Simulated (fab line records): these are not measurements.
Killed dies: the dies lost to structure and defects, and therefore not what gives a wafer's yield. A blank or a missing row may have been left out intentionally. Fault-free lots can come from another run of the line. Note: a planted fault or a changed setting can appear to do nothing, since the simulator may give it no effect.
3 desks looking at one fault ; flow n5_finfet ; each desk holds nothing but its own numbers, with what lay behind them at the end

## THE METROLOGY DESK
Means of the sampled wafers that have a number, per lot and without regard to the tool the lot ran on: this is what the gauges read. Marked OUT: a lot whose mean sits more than 4 standard deviations from the usual mean, which makes it out of limits; the brackets give that distance. Of its 10 readings 7 are shown: those that lie furthest out on some lot.
Columns: A = DIBL_N at N5_BEOL_M4_RC_MEAS_101, usual 35.8 mV/V; B = DIBL_P at N5_BEOL_M4_RC_MEAS_101, usual 36.0 mV/V; C = IOFF_N at N5_BEOL_M4_RC_MEAS_101, usual 0.151 nA/um; D = IOFF_P at N5_BEOL_M4_RC_MEAS_101, usual 0.21 nA/um; E = ION_P at N5_BEOL_M4_RC_MEAS_101, usual 463 uA/um; F = SS_N at N5_BEOL_M4_RC_MEAS_101, usual 71.5 mV/dec; G = VT_P at N5_BEOL_M4_RC_MEAS_101, usual -250 mV
lot;first seen here;A;B;C;D;E;F;G
L731;day 7 18:14;37.0;36.2;0.143;0.20;462;71.4;-251
L733;day 8 18:42;35.4;34.8;0.129;0.17;455;71.4;-253
L734;day 9 12:37;36.5;36.0;0.162;0.23;468;71.3;-246
L737;day 9 13:09;37.0;37.6;0.185;0.29;472;72.1;-245
L735;day 9 16:43;37.7;37.2;0.153;0.22;465;71.5;-249
L738;day 10 04:25;37.6;37.8;0.168;0.21;465;72.4;-250
L745;day 11 21:02;37.1;36.5;0.160;0.21;459;71.4;-251
L746;day 12 12:33;37.6;39.0;0.186;0.25;473;72.1;-247
L749;day 12 16:59;34.6;34.3;0.129;0.18;459;70.5;-251
L753;day 14 02:12;36.9;37.0;0.157;0.21;460;71.6;-251
L754;day 14 02:34;34.9;35.5;0.135;0.20;457;71.4;-252
This desk's verdict: no lot among the 11 shows anything out of limits.

## AT THE TOOL OWNER'S DESK: arfi_scanner-03
The tool's own readings at N5_BEOL_M0_SAQP_EXPOSE_11 (exposes mask M0 CORE, target cd 42 nm): means of the sampled wafers that have a number, for each lot that ran on this tool. Marked OUT: a lot whose mean sits more than 4 standard deviations from the usual mean, which makes it out of limits; the brackets give that distance.
Columns: A = exposure_dose_mJ_cm2 at N5_BEOL_M0_SAQP_EXPOSE_11, usual 55.04
lot;first seen here;A
L731;day 5 14:28;54.85
L733;day 6 10:23;54.91
L737;day 7 03:20;55.00
L738;day 7 07:23;54.20 (-5.6) OUT
This desk's finding: out of limits on L738; first on L738, day 7 07:23 (exposure_dose_mJ_cm2 at N5_BEOL_M0_SAQP_EXPOSE_11). In limits: L731, L733, L737.

## THE DEFECT DESK
For each lot, the counts of the inspections along the route, averaged over the sampled wafers that have a number. Marked OUT: a lot whose mean sits more than 4 standard deviations from the usual mean, which makes it out of limits; the brackets give that distance.
Columns: A = raw_defect_count at N5_MOL_CONTACT_COAG_INSPECT_97, usual 43
lot;first seen here;A
L731;day 5 12:06;67
L733;day 6 08:45;33
L734;day 6 20:00;59
L735;day 6 22:58;38
L737;day 7 02:01;37
L738;day 7 04:59;48
L745;day 9 06:46;45
L746;day 9 09:45;51
L749;day 9 23:46;31
L754;day 11 02:53;22
L753;day 11 05:53;61
This desk's verdict: no lot among the 11 shows anything out of limits.

## ALL TOGETHER
The tool owner's desk could have raised an alarm at day 7 07:23, on L738.
Nothing out of limits was seen by the metrology desk.
The defect desk saw nothing out of limits.
The metrology desk holds a record of L738, inside its limits.
The defect desk has L738 on record, within its limits.
All the named lots went through N5_BEOL_M0_SAQP_EXPOSE_11 on arfi_scanner-03.

## WHAT THE SIMULATOR PUT IN
Process parameters drifting: arfi_scanner-03 at N5_BEOL_M0_SAQP_EXPOSE_11, beginning at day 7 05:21. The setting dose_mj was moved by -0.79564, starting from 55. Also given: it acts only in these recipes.
Shown lots that were struck: L738.
Each desk's first reading out of limits, in hours after the fault started: the tool owner's desk, 2.
